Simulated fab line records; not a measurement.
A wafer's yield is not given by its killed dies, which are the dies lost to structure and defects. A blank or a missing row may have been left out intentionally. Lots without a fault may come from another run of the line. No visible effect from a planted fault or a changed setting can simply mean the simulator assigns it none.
fab line records	flow n5_finfet
[record] lots = 7	wafers = 20	last_day = 16
route steps=1938 shown WELL_APT@28
lots with no fault: from the same line, run without faults
start_h: hours from the record's first day to the start of the lot's first wafer shown	wait_h: time in hours since the lot's previous step	" the same as in the row above	L1.1+2: one row covering several wafers at once	- value missing, or start not given	* or withheld: withheld	< > ~ a bound
route shown NAME@n: a module of which the file shows steps, and the number in the route of the first	usual: mean and standard deviation over wafers with no fault	same: alike in all rows	chamber/n: place in a boat	sites: each site's reading	_std_site: the standard deviation of these	_edge_site: mean of outer sites minus mean of inner sites	radius_mm: how far each site lies from the wafer's centre	mask NAME#n: copy n	behind: the tool/chamber that last shaped the wafer	hold: why the lot was held/for how many hours/how that ended	device: which transistor (n, p or np) failed to switch	end of line: the same wafers' tests at the end of the route	a step without rows: its recipe alone	killed: not the wafer's yield, but the dies lost to structure and defects at the first sort	map: dies across one wafer; x = killed, . = not, _ = none there
set.NAME: the setting as run; set.NAME@STEP: as run at that earlier step	model.NAME: the simulator's own value behind a step, which no gauge read
a table for each step, a row for each wafer; lots at some steps of the route
services: when a tool's chamber went out of use (start_h, in hours from the record's first day, below 0 if earlier), for how many hours, and the reason
[[steps]]
[step N5_WELL_APT_CD_MEAS_08]
[recipe] target_cd_nm = 200	landing_energy_ev = 500	detector = se_inlens
[usual] cd_nm = 198.7/2.1
lot.wafer	tool	chamber	start_h	wait_h	cd_nm
L105.4	cd_sem-01	0	13.58	-	201.6
L105.5	"	0	"	"	198.8
L105.6	"	0	"	"	199.4
L106.2	cd_sem-01	0	19.56	-	197.5
L106.3	"	0	"	"	200.4
L106.5	"	0	"	"	197.2
L112.1	cd_sem-01	0	55.87	-	195.1
L112.4	"	0	"	"	198.4
L112.6	"	0	"	"	199.0
L113.2	cd_sem-03	0	61.68	-	202.3
L113.3	"	0	"	"	200.1
L113.5	"	0	"	"	199.3
L114.2	cd_sem-01	0	67.71	-	195.5
L114.5	"	0	"	"	201.1
L114.6	"	0	"	"	195.1
L120.1	cd_sem-02	0	103.71	-	198.8
L120.3	"	0	"	"	198.9
L122.2	cd_sem-01	0	115.81	-	203.0
L122.3	"	0	"	"	200.0
L122.4	"	0	"	"	200.8
[step N5_WELL_APT_OVL_MEAS_09]
[recipe] points_per_wafer = 44
[usual] NWELL_OVL = 0/4.9
lot.wafer	tool	chamber	start_h	wait_h	NWELL_OVL[nm]
L105.4	overlay-01	0	13.61	0.0	5
L105.5	"	0	"	"	6
L105.6	"	0	"	"	3
L106.2	overlay-02	0	19.59	0.0	8
L106.3	"	0	"	"	7
L106.5	"	0	"	"	5
L112.1	overlay-01	0	55.90	0.0	3
L112.4	"	0	"	"	2
L112.6	"	0	"	"	5
L113.2	overlay-02	0	61.71	0.0	-4
L113.3	"	0	"	"	7
L113.5	"	0	"	"	1
L114.2	overlay-01	0	67.74	0.0	3
L114.5	"	0	"	"	-1
L114.6	"	0	"	"	1
L120.1	overlay-02	0	103.74	0.0	-2
L120.3	"	0	"	"	-1
L122.2	overlay-01	0	115.84	0.0	0
L122.3	"	0	"	"	-1
L122.4	"	0	"	"	4
[step N5_WELL_APT_INSPECT_10]
[recipe] mode = adi	inspect_instrument = macro
[usual] raw_defect_count = 2.0/1.4
lot.wafer	tool	chamber	start_h	wait_h	raw_defect_count
L105.4	defect_inspect-01	-	13.63	0.0	1
L105.5	"	-	"	"	2
L105.6	"	-	"	"	0
L106.2	defect_inspect-01	-	19.62	0.0	1
L106.3	"	-	"	"	3
L106.5	"	-	"	"	3
L112.1	defect_inspect-02	-	55.93	0.0	1
L112.4	"	-	"	"	0
L112.6	"	-	"	"	1
L113.2	defect_inspect-02	-	61.73	0.0	2
L113.3	"	-	"	"	2
L113.5	"	-	"	"	1
L114.2	defect_inspect-01	-	67.76	0.0	0
L114.5	"	-	"	"	3
L114.6	"	-	"	"	1
L120.1	defect_inspect-02	-	103.76	0.0	1
L120.3	"	-	"	"	2
L122.2	defect_inspect-01	-	115.86	0.0	2
L122.3	"	-	"	"	2
L122.4	"	-	"	"	1
[step N5_WELL_APT_DESCUM_13]
[recipe] chemistry = O2	time_s = 7.9	source_power_w = 50	bias_power_w = 20	pressure_mtorr = 20	rf_frequency_hz = 2.712e+07	temp_c = 40	o2_flow_sccm = 225
[usual] drypump_motor_current_A = 5.3/0.46	oes_product_au = 0.83/0.075	rf_vpp_V = 243.9/1.3	showerhead_plenum_p_Torr = 2.15/0.072	throttle_valve_pct = 20.39/0.19
lot.wafer	tool	chamber	start_h	wait_h	drypump_motor_current_A	oes_product_au	rf_hours_counter_h	rf_vpp_V	showerhead_plenum_p_Torr	throttle_valve_pct
L105.4	rie_diel-01	1	13.66	0.0	5.7	0.67	228	240.4	1.98	21.01
L105.5	"	1	"	"	5.7	0.67	-	240.1	1.98	21.03
L105.6	"	0	"	"	6.1	0.74	-	240.8	1.97	20.52
L106.2	rie_diel-02	1	19.65	0.0	5.0	0.86	47	246.3	2.24	20.46
L106.3	"	2	"	"	6.4	0.97	4	244.8	2.21	20.13
L106.5	"	2	"	"	6.3	0.97	-	245.8	2.21	20.13
L112.1	rie_diel-02	0	55.96	0.0	4.9	0.82	115	242.6	2.10	20.32
L112.4	"	2	"	"	6.4	0.93	15	245.6	2.21	20.14
L112.6	"	0	"	"	4.9	0.81	-	243.9	2.10	20.32
L113.2	rie_diel-05	1	61.77	0.0	5.6	0.82	92	245.1	2.24	20.17
L113.3	"	3	"	"	5.1	0.90	37	244.0	2.15	20.55
L113.5	"	3	"	"	5.1	0.90	-	243.6	2.15	20.54
L114.2	rie_diel-02	2	67.80	0.0	6.3	0.91	20	245.8	2.20	20.15
L114.5	"	1	"	"	4.9	0.83	-	245.7	2.24	20.49
L114.6	"	0	"	"	4.9	0.80	-	243.3	2.10	20.34
L120.1	rie_diel-02	2	104.02	0.3	6.3	0.89	32	243.3	2.20	20.18
L120.3	"	1	"	"	5.0	0.82	76	244.1	2.23	20.50
L122.2	rie_diel-05	1	116.49	0.6	5.6	0.79	111	244.1	2.24	20.19
L122.3	"	3	"	"	5.1	0.88	55	244.1	2.14	20.57
L122.4	"	2	"	"	5.1	0.69	226	244.4	2.16	20.41
[step N5_WELL_APT_IMPLANT_14]
[recipe] species = P	energy_kev = 160	dose_cm2 = 1.5e+13	tilt_deg = 0	rotation_deg = 0
[step N5_WELL_APT_IMPLANT_15]
[recipe] species = As	energy_kev = 25	dose_cm2 = 1.5e+13	tilt_deg = 0	rotation_deg = 0
[step N5_WELL_APT_STRIP_16]
[recipe] chemistry = SPM	time_s = 900	temp_c = 130	h2so4_h2o2_vol_ratio = 4	dry = ipa_marangoni
[step N5_WELL_APT_HMDS_18]
[recipe] time_s = 60	temp_c = 120
[step N5_WELL_APT_COAT_19]
[recipe] spin_rpm = 1357	resist_thk_nm = 950
[step N5_WELL_APT_EBR_21]
[recipe] solvent = PGMEA	ebr_width_mm = 1.5
[step N5_WELL_APT_SOFTBAKE_20]
[recipe] temp_c = 130	time_s = 60
[step N5_WELL_APT_EXPOSE_22]
[recipe] mask_id = PWELL	na = 0.8	source_shape = conventional	sigma_outer = 0.8	polarization = unpolarized	defocus_nm = 0	target_cd_nm = 200	dose_mj = 23.2
[step N5_WELL_APT_PEB_23]
[recipe] peb_temp_c = 130	peb_time_s = 90
[usual] chill_plate_temp_C = 22.99/0.11	exhaust_pa = 45.0/0.88
lot.wafer	tool	chamber	start_h	wait_h	chill_plate_temp_C	exhaust_pa
L105.4	litho_track-01	0	14.71	0.0	22.78	47.6
L105.5	"	0	"	"	23.04	45.2
L105.6	"	0	"	"	22.96	45.7
L106.2	litho_track-01	0	20.71	0.0	22.86	45.3
L106.3	"	0	"	"	22.86	45.1
L106.5	"	0	"	"	22.98	45.5
L112.1	litho_track-04	-	56.88	0.1	-	-
L112.4	"	-	"	"	-	-
L112.6	"	-	"	"	-	-
L113.2	litho_track-01	-	62.81	0.0	-	-
L113.3	"	-	"	"	-	-
L113.5	"	-	"	"	-	-
L114.2	litho_track-02	-	68.84	0.0	-	-
L114.5	"	-	"	"	-	-
L114.6	"	-	"	"	-	-
L120.1	litho_track-04	0	105.06	0.1	23.01	44.1
L120.3	"	0	"	"	23.04	45.1
L122.2	litho_track-01	0	117.53	0.0	22.93	44.0
L122.3	"	0	"	"	23.04	43.5
L122.4	"	0	"	"	23.02	44.5
[step N5_WELL_APT_DEVELOP_24]
[recipe] develop_time_s = 45	rinse_liquid = surfactant_rinse	dry = air_spin	dev_temp_c = 21
[[services]]
tool	chamber	start_h	hours	kind
rie_diel-05	0	-3.42	-	clean
rie_diel-05	0	-3.42	-	consumable_replace:focus_ring
rie_diel-05	0	-3.42	24.8	scheduled_down
rie_diel-05	0	-3.42	24.8	vent_cycle
rie_diel-05	0	53.76	11.6	repair
rie_diel-01	1	76.89	-	clean
rie_diel-01	1	76.89	-	consumable_replace:focus_ring
rie_diel-01	1	76.89	-	consumable_replace:showerhead
rie_diel-01	1	76.89	15.8	scheduled_down
rie_diel-01	1	76.89	15.8	vent_cycle
litho_track-02	-	103.13	-	consumable_replace:filter
rie_diel-05	-	112.03	4.3	pm
[[key]]
[first_sign] step = N5_WELL_APT_PEB_23	reading = tool_record	direction = missing
effect none on later readings
met_at N5_WELL_APT_PEB_23
struck_wafers L112.1,L112.4,L112.6,L113.2,L113.3,L113.5,L114.2,L114.5,L114.6
later_rows_left_out L112.1,L112.4,L112.6,L113.2,L113.3,L113.5,L114.2,L114.5,L114.6
sort_left_out L112.1,L112.4,L112.6,L113.2,L113.3,L113.5,L114.2,L114.5,L114.6
tester_left_out L112,L113,L114
onset_between 20.71 56.88
[fault] kind = skipped_step_whole	tool = litho_track-01,litho_track-02,litho_track-04	chamber = -	onset_h = 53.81	steps = N5_WELL_APT_PEB_23	scope = struck_lots_only
// tester_left_out: of these lots the tester's yield and bins aren't shown, on N5 and GAA mostly nor the transistor test; their killed dies are dies lost to structure and defects alone, not to doping, threshold or leakage, so they don't give the yield
// sort_left_out: the simulated sort isn't trusted on such a fault, so these wafers' sort isn't shown, and their yield isn't known
// later_rows_left_out: the simulator's readings of these wafers behind a module that went badly wrong aren't trusted and aren't shown, but for the sort
